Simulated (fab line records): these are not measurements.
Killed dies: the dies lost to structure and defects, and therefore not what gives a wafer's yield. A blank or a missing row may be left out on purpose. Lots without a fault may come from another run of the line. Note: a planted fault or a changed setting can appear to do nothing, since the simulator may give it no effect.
Problem report, 8D (eight disciplines) form, completed by code | flow nand-harc | the parts of the form that need people (team, actions taken, sign-off) are left out

1. WHAT WENT WRONG
cd-nm at NHARC_P_ZERO_WELL_CD_MEAS_37 reads a mean of 700.9 nm on 6 wafers of 2 lots; wafers without a fault read 718.9 nm with a standard deviation of 2.2. Relative to the usual mean, that is a shift of -8.2 standard deviations.
The step: target cd 720 nm.
The first sign was on wafer L740.1 at day 5 16:20, on cd-sem-02. At this step, 36 wafers from 12 lots have a number in the record. By rule, "out" or "out of limits" means more than 4 standard deviations away from the usual mean. Any other wafer with a number is counted as sound.

2. WHAT IT IS, WHAT IT ISN'T
question                    | is                     | is not
which readings at this step | cd-nm                  | -
which lots                  | L740, L741             | L725, L727, L729, L730, L731, L732, L736, L739, L746, L747
which wafers of those lots  | all that have a number | -
read on which gauges        | cd-sem-02, cd-sem-03   | cd-sem-01
when                        | from day 5 16:20       | up to then (24 sound wafers); but 6 sound wafers of L746, L747 came after

3. THE SUSPECTS, EACH WITH WHAT RULES IT OUT
Counting: a tool at a process step up to the reading stays a suspect if it ran every lot that is out and no sound lot after the first of them.
- the gauge at NHARC_P_ZERO_WELL_CD_MEAS_37: ruled out. Those wafers that are out were read across 2 gauges (cd-sem-02, cd-sem-03).
- krf-scanner-03 at NHARC_P_ZERO_WELL_EXPOSE_34 (exposes mask P PWELL, target cd 720 nm): kept. It processed each lot that is out, first L740 at day 5 16:11, and no sound lot thereafter; up to then, the last sound lot it processed was L736 at day 4 15:48. On those wafers its own readings are out: exposure-dose-mJ-cm2.
Remaining after the count: krf-scanner-03 at NHARC_P_ZERO_WELL_EXPOSE_34.

4. THE CAUSE (what the simulator had put in)
Drift in process parameters on krf-scanner-03 at NHARC_P_ZERO_WELL_EXPOSE_34, starting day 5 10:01. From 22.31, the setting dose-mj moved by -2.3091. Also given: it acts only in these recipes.
After counting, this tool was the only one left.

5. THE EFFECT CHAIN, in route order
One row per reading whose mean, taken over the struck wafers that have a number, lies over 3 standard deviations from the usual. Readings are gone through only where the record gives a usual standard deviation; hours: the median, over the lots, of the time from a lot's start at the first step in this table giving one to that lot's start at this step; sigmas: the change measured in usual standard deviations.
hours | step                         | reading              | usual    | on struck wafers | change | sigmas
0     | NHARC_P_ZERO_WELL_EXPOSE_34  | exposure-dose-mJ-cm2 | 22.307   | 19.992           | -2.315 | -99 or more
0     | NHARC_P_ZERO_WELL_CD_MEAS_37 | cd-nm                | 718.9 nm | 700.9            | -18.0  | -8.2
Its process steps:
- NHARC_P_ZERO_WELL_EXPOSE_34: exposes mask P PWELL, target cd 720 nm.
Later steps that measure or inspect, where all struck wafers having a row at the step show a number for every such reading and not one has moved that far: NHARC_P_STI_OVL_MEAS_10.

6. WHAT WOULD HAVE CAUGHT IT SOONER
The first out-of-limits reading at a measuring or inspecting step in this record came at day 5 16:20, 6 hours after the fault's start at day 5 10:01.
Tool's own readings at NHARC_P_ZERO_WELL_EXPOSE_34, exposure-dose-mJ-cm2: out on all struck wafers the step has rows for; an alarm limit on them would have tripped on the first.
Lots out: 2; of these, L741 started NHARC_P_ZERO_WELL_EXPOSE_34 on krf-scanner-03 after day 5 16:20. Putting the tool on hold at that point would have spared it.
